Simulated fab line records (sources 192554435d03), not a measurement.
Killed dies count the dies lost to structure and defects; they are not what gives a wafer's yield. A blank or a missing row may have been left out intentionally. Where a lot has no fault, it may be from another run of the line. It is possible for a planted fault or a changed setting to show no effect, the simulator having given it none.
Which tool did it?	flow n5-finfet	Sampling: 11 lots, 31 wafers, 5 of 1938 route steps

## WHAT THE GAUGES SHOWED, per wafer
N5_BEOL_M1_OVL_MEAS_12.
lot	measured	on	M1_OVL (nm)
L379	day 7 17:16	overlay-01	0.7 1.0 0.6
L383	day 7 22:56	overlay-01	-0.7 0.2 1.6
L384	day 7 22:59	overlay-02	0.4 -0.8 0.2
L385	day 8 12:08	overlay-02	0.5 0.1 -0.6
L386	day 8 12:10	overlay-01	1.5 1.9 2.0
L389	day 9 11:50	overlay-01	0.0 -0.2 -0.9
L395	day 10 23:26	overlay-01	0.5 -0.6
L396	day 11 04:59	overlay-01	1.8 1.2
L397	day 11 11:17	overlay-02	0.7 0.5 0.0
L398	day 11 14:18	overlay-02	0.2 0.6 1.2
L399	day 12 04:03	overlay-01	1.4 0.6 1.2

N5_BEOL_M4_RC_MEAS_101.
lot	measured	on	DIBL_N (mV/V)	DIBL_P (mV/V)	IOFF_N (nA/um)	IOFF_P (nA/um)	ION_N (uA/um)	ION_P (uA/um)	SS_N (mV/dec)	SS_P (mV/dec)	VT_N (mV)	VT_P (mV)
L379	day 9 15:12	prober-01	38.2 38.3 37.6	38.9 39.4 38.2	0.168 0.180 0.164	0.20 0.22 0.20	692 685 687	473 466 465	72.1 71.9 71.9	73.6 73.4 73.0	250 248 249	-252.7 -253.7 -252.6
L383	day 9 23:37	prober-02	37.1 34.2 34.7	36.6 32.5 33.0	0.197 0.137 0.146	0.23 0.17 0.17	695 684 683	472 469 461	71.7 70.8 71.3	73.7 72.0 72.5	245 249 249	-246.6 -251.2 -253.8
L384	day 10 01:23	prober-02	35.7 35.9 35.4	34.8 36.2 35.7	0.150 0.157 0.155	0.21 0.23 0.22	679 663 680	469 458 465	71.5 71.7 71.7	72.9 73.0 72.7	251 250 249	-249.0 -249.4 -250.6
L385	day 11 08:19	prober-01	33.8 34.2 37.2	34.1 34.7 38.8	0.140 0.161 0.214	0.22 0.23 0.31	674 690 680	467 472 473	71.2 71.3 72.0	73.1 73.4 74.6	250 245 245	-246.6 -246.9 -244.7
L386	day 11 09:05	prober-01	34.4 31.1 35.0	36.7 31.3 36.3	0.149 0.094 0.163	0.25 0.16 0.24	679 650 687	471 460 472	71.1 71.0 71.4	74.1 71.8 73.4	249 257 248	-246.7 -249.5 -247.2
L389	day 12 11:49	prober-01	34.1 36.7 35.3	32.5 35.3 33.7	0.126 0.179 0.135	0.17 0.22 0.19	673 701 669	468 476 463	70.2 70.7 70.7	72.2 73.4 72.8	252 244 251	-252.6 -248.5 -252.8
L395	day 13 12:05	prober-01	36.7 35.3	34.2 34.1	0.147 0.133	0.18 0.18	655 682	454 476	71.5 70.5	72.7 72.9	252 252	-250.2 -251.4
L396	day 13 17:23	prober-02	35.5 40.2	34.2 40.5	0.119 0.222	0.18 0.30	662 692	458 475	70.5 72.3	72.3 73.4	253 247	-251.4 -244.4
L397	day 13 20:51	prober-02	34.3 36.1 33.4	32.5 34.7 31.5	0.125 0.166 0.114	0.17 0.21 0.16	661 677 662	453 458 460	71.1 71.4 70.9	72.1 72.9 71.8	250 245 254	-253.9 -248.5 -254.1
L398	day 14 10:01	prober-01	37.0 36.2 34.6	37.4 35.8 33.7	0.156 0.144 0.120	0.22 0.18 0.16	677 680 668	472 464 462	71.3 71.2 69.9	73.3 72.3 72.6	250 251 254	-251.2 -253.6 -252.9
L399	day 14 09:56	prober-02	37.7 35.9 36.3	37.6 35.5 36.0	0.200 0.155 0.166	0.22 0.19 0.20	701 679 681	468 458 456	71.8 71.2 71.3	74.1 73.3 73.6	246 249 245	-253.1 -251.3 -250.3

## TOOL THAT RAN EACH LOT (tool first, then ch and the chambers of the sampled wafers, then the start)
lot	N5_BEOL_M0_SURFACE_TREAT_137	N5_BEOL_M0_SPUTTER_116	N5_BEOL_M1_PECVD_72
L379	pvd-sputter-02, day 7 14:10	pvd-sputter-02, day 7 14:25	pecvd-01 ch 1,2, day 7 15:59
L383	pvd-sputter-01, day 7 19:44	pvd-sputter-01, day 7 20:08	pecvd-02 ch 0,2, day 7 22:10
L384	pvd-sputter-01, day 7 19:46	pvd-sputter-03, day 7 20:13	pecvd-03 ch 0,1, day 7 22:26
L385	pvd-sputter-02, day 8 08:30	pvd-sputter-02, day 8 08:43	pecvd-02 ch 1,2, day 8 10:28
L386	pvd-sputter-03, day 8 09:01	pvd-sputter-01, day 8 09:26	pecvd-02 ch 0,1,2, day 8 11:01
L389	pvd-sputter-02, day 9 08:22	pvd-sputter-02, day 9 08:35	pecvd-02 ch 0,1,2, day 9 11:16
L395	pvd-sputter-01, day 10 17:36	pvd-sputter-02, day 10 19:16	pecvd-02 ch 0,2, day 10 21:25
L396	pvd-sputter-03, day 11 01:10	pvd-sputter-03, day 11 01:21	pecvd-03 ch 1, day 11 03:05
L397	pvd-sputter-01, day 11 07:36	pvd-sputter-03, day 11 07:47	pecvd-01 ch 0,1,2, day 11 10:23
L398	pvd-sputter-02, day 11 11:04	pvd-sputter-01, day 11 11:56	pecvd-02 ch 0,1,2, day 11 13:46
L399	pvd-sputter-01, day 11 21:51	pvd-sputter-01, day 12 00:03	pecvd-03 ch 1,2, day 12 02:29
- N5_BEOL_M0_SURFACE_TREAT_137
- N5_BEOL_M0_SPUTTER_116: material Cu, target thk 4 nm, time 7.37 s.
- N5_BEOL_M1_PECVD_72: deposits SiO2 from TEOS/O2, target thk 16 nm, time 18 s.

## AS READ BY THE TOOLS THEMSELVES (means over the sampled wafers that have a number; for cases with no such wafer, the mark the record gives instead)
N5_BEOL_M0_SPUTTER_116.
lot	tool	susceptor-temp-C (C)	throttle-valve-pct (%)
L379	pvd-sputter-02	-20.11	30.4
L383	pvd-sputter-01	-20.03	30.9
L384	pvd-sputter-03	-19.91	31.4
L385	pvd-sputter-02	-20.04	30.7
L386	pvd-sputter-01	-20.02	29.7
L389	pvd-sputter-02	-20.00	29.9
L395	pvd-sputter-02	-20.05	30.8
L396	pvd-sputter-03	-20.05	28.7
L397	pvd-sputter-03	-19.99	31.4
L398	pvd-sputter-01	-20.08	29.8
L399	pvd-sputter-01	-19.98	30.9

N5_BEOL_M1_PECVD_72.
lot	tool	chamber-pressure-Torr (Torr)	heater-power-outer-w (W)	heater-power-w (W)	showerhead-plenum-p-Torr (Torr)	susceptor-temp-C (C)	throttle-valve-pct (%)
L379	pecvd-01	5.505	351	612	8.74	399.99	23.5
L383	pecvd-02	5.500	385	687	8.82	399.94	21.7
L384	pecvd-03	-	-	-	-	-	-
L385	pecvd-02	-	-	-	-	-	-
L386	pecvd-02	-	-	-	-	-	-
L389	pecvd-02	5.496	394	707	8.79	400.07	22.4
L395	pecvd-02	5.509	354	639	8.81	399.88	22.0
L396	pecvd-03	5.510	453	770	8.79	399.86	23.4
L397	pecvd-01	5.506	343	581	8.70	399.95	22.3
L398	pecvd-02	5.491	376	690	8.79	400.07	22.3
L399	pecvd-03	5.491	381	678	8.81	400.02	22.6

## THE ANSWER, worked out from the rows above alone
Rule: what is usual is taken from the lots themselves. Put in order of their means at a reading, lots are off if they are a third of the lots or fewer, leave a main group of 4 or more, and stand apart from it by a gap of 3 or more times the standard deviation of the main group's means; of several such gaps the widest counts. If all means in a main group match to the digits the tables above print for the reading, that group is not used. Also off: a lot with no number at a reading for which 4 or more lots have one. Any other lot the step has rows for is counted as sound. Order of review: gauges by route order, followed by the tools' own readings, for which a lot's mean as printed above is used. At the first step where some lot is off, the reading lying furthest off is the one used; lots without a number count as furthest.
Off: L384, L385, L386 (N5_BEOL_M1_PECVD_72, chamber-pressure-Torr). Without a number there: L384, L385, L386. For the main group the mean is 5.501 Torr and the standard deviation 0.0072.
A tool fits if, at that step or a process step before it, it ran every lot that is off, and no sound lot after the first of them. Not one of the candidates tried fits.

## WHAT WAS PUT IN BY THE SIMULATOR
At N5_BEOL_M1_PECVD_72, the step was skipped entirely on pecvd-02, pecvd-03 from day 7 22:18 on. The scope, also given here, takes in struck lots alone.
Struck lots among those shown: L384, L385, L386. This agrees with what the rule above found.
